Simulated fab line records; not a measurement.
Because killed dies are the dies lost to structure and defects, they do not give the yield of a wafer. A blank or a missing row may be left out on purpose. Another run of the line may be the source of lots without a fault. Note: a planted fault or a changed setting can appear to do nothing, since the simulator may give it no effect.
The tool behind it: which one? / flow nandHarc / 11 lots with 33 wafers sampled at 5 steps, on a route of 1302 steps

WHAT EACH GAUGE READ, for each wafer
NHARC_A_CONTACT_CD_MEAS_80. Usual: 289.3 nm for cdNm, sd 0.99.
lot=L213; measured=day 22 07:30; on=cdSem-01; cdNm (nm)=290.4 290.0 290.7; flag=
lot=L214; measured=day 22 14:47; on=cdSem-02; cdNm (nm)=290.4 290.3 289.7; flag=
lot=L215; measured=day 22 17:34; on=cdSem-03; cdNm (nm)=290.2 291.5 291.1; flag=
lot=L217; measured=day 24 01:00; on=cdSem-01; cdNm (nm)=289.9 289.8 290.1; flag=
lot=L222; measured=day 27 00:57; on=cdSem-02; cdNm (nm)=289.0 290.1 289.6; flag=
lot=L229; measured=day 29 06:15; on=cdSem-01; cdNm (nm)=288.6 288.4 288.5; flag=
lot=L231; measured=day 29 20:49; on=cdSem-02; cdNm (nm)=290.0 289.7 289.1; flag=
lot=L232; measured=day 30 00:00; on=cdSem-01; cdNm (nm)=289.0 288.7 289.3; flag=
lot=L233; measured=day 30 12:22; on=cdSem-03; cdNm (nm)=288.7 288.6 288.5; flag=
lot=L235; measured=day 31 01:06; on=cdSem-01; cdNm (nm)=290.1 289.1 290.3; flag=
lot=L234; measured=day 31 01:34; on=cdSem-01; cdNm (nm)=289.2 288.1 289.4; flag=

NHARC_END_SORT_01. Usual: killedAtArray 55, standard deviation 20; killedAtOther 1.1, standard deviation 1.2; killedAtPeriphery 3.8, standard deviation 2.8; killedDies 60, standard deviation 19; killedOpen 3.4, standard deviation 1.9; killedShort 2.2, standard deviation 1.5.
lot=L222; measured=day 29 11:46; on=prober-02; killedAtArray=37 490 507; killedAtOther=0 1 1; killedAtPeriphery=5 3 5; killedDies=42 494 513; killedOpen=4 5 6; killedShort=2 0 4; flag=OFF

TOOL THAT RAN EACH LOT (tool first, then ch and the chambers of the sampled wafers, then the start)
lot=L213; NHARC_A_CONTACT_ETCH_131=harCapEtch-03 ch 0,1, day 22 06:08; NHARC_A_CONTACT_ETCH_97=rieDiel-12 ch 0,1,3, day 22 07:30 or earlier; NHARC_A_CONTACT_ETCH_106=rieDiel-05 ch 0,3, day 22 07:47
lot=L214; NHARC_A_CONTACT_ETCH_131=harCapEtch-02 ch 0,1, day 22 13:27; NHARC_A_CONTACT_ETCH_97=rieDiel-06 ch 0,1,2, day 22 14:47 or earlier; NHARC_A_CONTACT_ETCH_106=rieDiel-06 ch 0,1, day 22 15:05
lot=L215; NHARC_A_CONTACT_ETCH_131=harCapEtch-01 ch 0,1, day 22 16:15; NHARC_A_CONTACT_ETCH_97=rieDiel-06 ch 0,1,3, day 22 17:34 or earlier; NHARC_A_CONTACT_ETCH_106=rieDiel-06 ch 0,2, day 22 17:52
lot=L217; NHARC_A_CONTACT_ETCH_131=harCapEtch-02 ch 0,1, day 23 23:38; NHARC_A_CONTACT_ETCH_97=rieDiel-05 ch 0,2,3, day 24 01:00 or earlier; NHARC_A_CONTACT_ETCH_106=rieDiel-05 ch 0,2,3, day 24 01:18
lot=L222; NHARC_A_CONTACT_ETCH_131=harCapEtch-01 ch 0,1, day 26 23:37; NHARC_A_CONTACT_ETCH_97=rieDiel-05 ch 0,1,2, day 27 00:57 or earlier; NHARC_A_CONTACT_ETCH_106=rieDiel-06 ch 0,1, day 27 01:19
lot=L229; NHARC_A_CONTACT_ETCH_131=harCapEtch-02 ch 0,1, day 29 04:56; NHARC_A_CONTACT_ETCH_97=rieDiel-06 ch 0,1,3, day 29 06:15 or earlier; NHARC_A_CONTACT_ETCH_106=rieDiel-12 ch 1,2, day 29 06:52
lot=L231; NHARC_A_CONTACT_ETCH_131=harCapEtch-01 ch 0,1, day 29 19:25; NHARC_A_CONTACT_ETCH_97=rieDiel-06 ch 0,1,3, day 29 20:49 or earlier; NHARC_A_CONTACT_ETCH_106=rieDiel-12 ch 0,1,3, day 29 21:06
lot=L232; NHARC_A_CONTACT_ETCH_131=harCapEtch-02 ch 0,1, day 29 22:38; NHARC_A_CONTACT_ETCH_97=rieDiel-05 ch 0,1,2, day 30 00:00 or earlier; NHARC_A_CONTACT_ETCH_106=rieDiel-05 ch 1,2,3, day 30 00:19
lot=L233; NHARC_A_CONTACT_ETCH_131=harCapEtch-02 ch 0,1, day 30 10:46; NHARC_A_CONTACT_ETCH_97=rieDiel-05 ch 0,2,3, day 30 12:22 or earlier; NHARC_A_CONTACT_ETCH_106=rieDiel-05 ch 0,1, day 30 12:43
lot=L235; NHARC_A_CONTACT_ETCH_131=harCapEtch-03 ch 0,1, day 30 23:44; NHARC_A_CONTACT_ETCH_97=rieDiel-05 ch 1,2, day 31 01:06 or earlier; NHARC_A_CONTACT_ETCH_106=rieDiel-12 ch 0,2,3, day 31 01:23
lot=L234; NHARC_A_CONTACT_ETCH_131=harCapEtch-01 ch 0,1, day 31 00:05; NHARC_A_CONTACT_ETCH_97=rieDiel-06 ch 2,3, day 31 01:29; NHARC_A_CONTACT_ETCH_106=rieDiel-05 ch 0,2,3, day 31 01:52
- NHARC_A_CONTACT_ETCH_131: etches the open film in C4F8/O2/Ar, time 197 s, target depth 1918 nm.
- NHARC_A_CONTACT_ETCH_97: etches the open film in C4F6/O2, target depth 20 nm, time 10 s.
- NHARC_A_CONTACT_ETCH_106: etches the open film in CF4/O2, target depth 90 nm, overetch 9 nm, time 49.5 s.

AS READ BY THE TOOLS THEMSELVES (means over the sampled wafers that have a number; for cases with no such wafer, the mark the record gives instead)
NHARC_A_CONTACT_ETCH_131. Usual: 0.999 a.u. for oesAirLineAu, sd 0.019.
lot=L213; tool=harCapEtch-03; oesAirLineAu (a.u.)=0.998; flag=
lot=L214; tool=harCapEtch-02; oesAirLineAu (a.u.)=0.999; flag=
lot=L215; tool=harCapEtch-01; oesAirLineAu (a.u.)=0.999; flag=
lot=L217; tool=harCapEtch-02; oesAirLineAu (a.u.)=1.014; flag=
lot=L222; tool=harCapEtch-01; oesAirLineAu (a.u.)=0.980; flag=
lot=L229; tool=harCapEtch-02; oesAirLineAu (a.u.)=1.017; flag=
lot=L231; tool=harCapEtch-01; oesAirLineAu (a.u.)=0.988; flag=
lot=L232; tool=harCapEtch-02; oesAirLineAu (a.u.)=1.003; flag=
lot=L233; tool=harCapEtch-02; oesAirLineAu (a.u.)=0.990; flag=
lot=L235; tool=harCapEtch-03; oesAirLineAu (a.u.)=1.004; flag=
lot=L234; tool=harCapEtch-01; oesAirLineAu (a.u.)=0.971; flag=

NHARC_A_CONTACT_ETCH_97. Usual: drypumpMotorCurrentA 5.8 A, standard deviation 0.4; mfcArSccm 499.9 sccm, standard deviation 1.5; oesProductAu 0.960 a.u., standard deviation 0.024; rfFwdPowerW 586.4 W, standard deviation 2.3; rfVppV 549 V, standard deviation 3.5; runLengthS 31.1 s, standard deviation 0.36; showerheadPlenumPTorr 4.02 Torr, standard deviation 0.17; throttleValvePct 26.904 %, standard deviation 0.01.
lot=L213; tool=rieDiel-12; drypumpMotorCurrentA (A)=5.8; mfcArSccm (sccm)=501.1; oesProductAu (a.u.)=0.958; rfFwdPowerW (W)=586.8; rfVppV (V)=551; runLengthS (s)=31.3; showerheadPlenumPTorr (Torr)=4.14; throttleValvePct (%)=26.899; flag=
lot=L214; tool=rieDiel-06; drypumpMotorCurrentA (A)=5.4; mfcArSccm (sccm)=499.6; oesProductAu (a.u.)=0.945; rfFwdPowerW (W)=585.6; rfVppV (V)=547; runLengthS (s)=31.1; showerheadPlenumPTorr (Torr)=3.94; throttleValvePct (%)=26.913; flag=
lot=L215; tool=rieDiel-06; drypumpMotorCurrentA (A)=5.7; mfcArSccm (sccm)=499.4; oesProductAu (a.u.)=0.958; rfFwdPowerW (W)=586.9; rfVppV (V)=545; runLengthS (s)=30.8; showerheadPlenumPTorr (Torr)=3.81; throttleValvePct (%)=26.898; flag=
lot=L217; tool=rieDiel-05; drypumpMotorCurrentA (A)=5.7; mfcArSccm (sccm)=499.1; oesProductAu (a.u.)=0.966; rfFwdPowerW (W)=586.1; rfVppV (V)=551; runLengthS (s)=31.1; showerheadPlenumPTorr (Torr)=4.11; throttleValvePct (%)=26.900; flag=
lot=L222; tool=rieDiel-05; drypumpMotorCurrentA (A)=5.9; mfcArSccm (sccm)=499.9; oesProductAu (a.u.)=0.967; rfFwdPowerW (W)=586.4; rfVppV (V)=551; runLengthS (s)=31.1; showerheadPlenumPTorr (Torr)=4.15; throttleValvePct (%)=26.908; flag=
lot=L229; tool=rieDiel-06; drypumpMotorCurrentA (A)=5.7; mfcArSccm (sccm)=500.4; oesProductAu (a.u.)=1.009; rfFwdPowerW (W)=585.4; rfVppV (V)=544; runLengthS (s)=31.1; showerheadPlenumPTorr (Torr)=3.79; throttleValvePct (%)=26.894; flag=
lot=L231; tool=rieDiel-06; drypumpMotorCurrentA (A)=5.7; mfcArSccm (sccm)=498.6; oesProductAu (a.u.)=0.971; rfFwdPowerW (W)=585.3; rfVppV (V)=544; runLengthS (s)=30.9; showerheadPlenumPTorr (Torr)=3.78; throttleValvePct (%)=26.903; flag=
lot=L232; tool=rieDiel-05; drypumpMotorCurrentA (A)=5.9; mfcArSccm (sccm)=498.5; oesProductAu (a.u.)=0.954; rfFwdPowerW (W)=584.4; rfVppV (V)=551; runLengthS (s)=31.4; showerheadPlenumPTorr (Torr)=4.15; throttleValvePct (%)=26.901; flag=
lot=L233; tool=rieDiel-05; drypumpMotorCurrentA (A)=5.7; mfcArSccm (sccm)=499.6; oesProductAu (a.u.)=0.938; rfFwdPowerW (W)=588.0; rfVppV (V)=551; runLengthS (s)=31.2; showerheadPlenumPTorr (Torr)=4.09; throttleValvePct (%)=26.909; flag=
lot=L235; tool=rieDiel-05; drypumpMotorCurrentA (A)=6.3; mfcArSccm (sccm)=499.9; oesProductAu (a.u.)=0.941; rfFwdPowerW (W)=587.4; rfVppV (V)=551; runLengthS (s)=31.3; showerheadPlenumPTorr (Torr)=4.13; throttleValvePct (%)=26.905; flag=
lot=L234; tool=rieDiel-06; drypumpMotorCurrentA (A)=5.7; mfcArSccm (sccm)=500.8; oesProductAu (a.u.)=0.973; rfFwdPowerW (W)=586.2; rfVppV (V)=545; runLengthS (s)=30.5; showerheadPlenumPTorr (Torr)=3.87; throttleValvePct (%)=26.900; flag=

NHARC_A_CONTACT_ETCH_106. Usual: drypumpMotorCurrentA 5.8 A, standard deviation 0.38; mfcArSccm 0.012 sccm, standard deviation 0.014; oesProductAu 1.000 a.u., standard deviation 0.01; rfFwdPowerW 296.3 W, standard deviation 1.5; rfVppV 198.4 V, standard deviation 1.6; runLengthS 70.9 s, standard deviation 0.39; showerheadPlenumPTorr 1.37 Torr, standard deviation 0.06; throttleValvePct 13.397 %, standard deviation 0.0095.
lot=L213; tool=rieDiel-05; drypumpMotorCurrentA (A)=5.7; mfcArSccm (sccm)=0.027; oesProductAu (a.u.)=0.996; rfFwdPowerW (W)=295.7; rfVppV (V)=198.7; runLengthS (s)=71.5; showerheadPlenumPTorr (Torr)=1.38; throttleValvePct (%)=13.395; flag=
lot=L214; tool=rieDiel-06; drypumpMotorCurrentA (A)=5.7; mfcArSccm (sccm)=0.000; oesProductAu (a.u.)=0.990; rfFwdPowerW (W)=296.5; rfVppV (V)=197.9; runLengthS (s)=71.0; showerheadPlenumPTorr (Torr)=1.31; throttleValvePct (%)=13.395; flag=
lot=L215; tool=rieDiel-06; drypumpMotorCurrentA (A)=5.4; mfcArSccm (sccm)=0.000; oesProductAu (a.u.)=1.007; rfFwdPowerW (W)=295.3; rfVppV (V)=197.3; runLengthS (s)=70.6; showerheadPlenumPTorr (Torr)=1.33; throttleValvePct (%)=13.394; flag=
lot=L217; tool=rieDiel-05; drypumpMotorCurrentA (A)=5.7; mfcArSccm (sccm)=0.027; oesProductAu (a.u.)=1.000; rfFwdPowerW (W)=295.5; rfVppV (V)=199.4; runLengthS (s)=71.1; showerheadPlenumPTorr (Torr)=1.40; throttleValvePct (%)=13.396; flag=
lot=L222; tool=rieDiel-06; drypumpMotorCurrentA (A)=5.6; mfcArSccm (sccm)=0.000; oesProductAu (a.u.)=1.002; rfFwdPowerW (W)=295.6; rfVppV (V)=195.4; runLengthS (s)=67.5; showerheadPlenumPTorr (Torr)=1.29; throttleValvePct (%)=13.389; flag=OFF
lot=L229; tool=rieDiel-12; drypumpMotorCurrentA (A)=5.9; mfcArSccm (sccm)=0.001; oesProductAu (a.u.)=0.991; rfFwdPowerW (W)=295.0; rfVppV (V)=197.7; runLengthS (s)=71.3; showerheadPlenumPTorr (Torr)=1.33; throttleValvePct (%)=13.408; flag=
lot=L231; tool=rieDiel-12; drypumpMotorCurrentA (A)=5.8; mfcArSccm (sccm)=0.003; oesProductAu (a.u.)=0.991; rfFwdPowerW (W)=296.9; rfVppV (V)=199.6; runLengthS (s)=71.0; showerheadPlenumPTorr (Torr)=1.40; throttleValvePct (%)=13.389; flag=
lot=L232; tool=rieDiel-05; drypumpMotorCurrentA (A)=6.1; mfcArSccm (sccm)=0.018; oesProductAu (a.u.)=0.998; rfFwdPowerW (W)=297.0; rfVppV (V)=198.7; runLengthS (s)=71.2; showerheadPlenumPTorr (Torr)=1.40; throttleValvePct (%)=13.400; flag=
lot=L233; tool=rieDiel-05; drypumpMotorCurrentA (A)=5.8; mfcArSccm (sccm)=0.033; oesProductAu (a.u.)=1.003; rfFwdPowerW (W)=294.3; rfVppV (V)=200.2; runLengthS (s)=70.8; showerheadPlenumPTorr (Torr)=1.41; throttleValvePct (%)=13.397; flag=
lot=L235; tool=rieDiel-12; drypumpMotorCurrentA (A)=6.0; mfcArSccm (sccm)=0.002; oesProductAu (a.u.)=0.990; rfFwdPowerW (W)=296.4; rfVppV (V)=198.9; runLengthS (s)=70.9; showerheadPlenumPTorr (Torr)=1.37; throttleValvePct (%)=13.394; flag=
lot=L234; tool=rieDiel-05; drypumpMotorCurrentA (A)=5.7; mfcArSccm (sccm)=0.027; oesProductAu (a.u.)=1.007; rfFwdPowerW (W)=295.7; rfVppV (V)=199.6; runLengthS (s)=71.2; showerheadPlenumPTorr (Torr)=1.40; throttleValvePct (%)=13.399; flag=

THE ANSWER, worked out from the rows above alone
Rule: take the mean of a lot's wafers that have a number; if it is more than 3 standard deviations from the usual mean, the lot is off. Also off: a lot with no number at a reading for which 4 or more lots have one. The other lots that the step has rows for count as sound. The gauges are gone through in route order, then the tools' own readings, and for those a lot's mean is taken as printed above. At the first step where some lot is off, the reading lying furthest off is the one used; lots without a number count as furthest.
Off at NHARC_END_SORT_01 (killedDies): L222. Neither off nor sound, because the step has no rows for them: L213, L214, L215, L217, L229, L231, L232, L233, L235, L234.
A tool fits if, at a process step before that reading, it ran every lot that is off, and no sound lot after the first of them. Not tried: the gauges at NHARC_END_SORT_01; whatever is off there is also off at NHARC_A_CONTACT_ETCH_106, on other tools, and gauge error can't account for it. NHARC_A_CONTACT_ETCH_97: start missing for some lots; hours and lot order therefore follow NHARC_A_CONTACT_CD_MEAS_80. Can't be told from this: 3 tools fit, harCapEtch-01 at NHARC_A_CONTACT_ETCH_131, rieDiel-05 at NHARC_A_CONTACT_ETCH_97, rieDiel-06 at NHARC_A_CONTACT_ETCH_106.

WHAT THE SIMULATOR PUT IN
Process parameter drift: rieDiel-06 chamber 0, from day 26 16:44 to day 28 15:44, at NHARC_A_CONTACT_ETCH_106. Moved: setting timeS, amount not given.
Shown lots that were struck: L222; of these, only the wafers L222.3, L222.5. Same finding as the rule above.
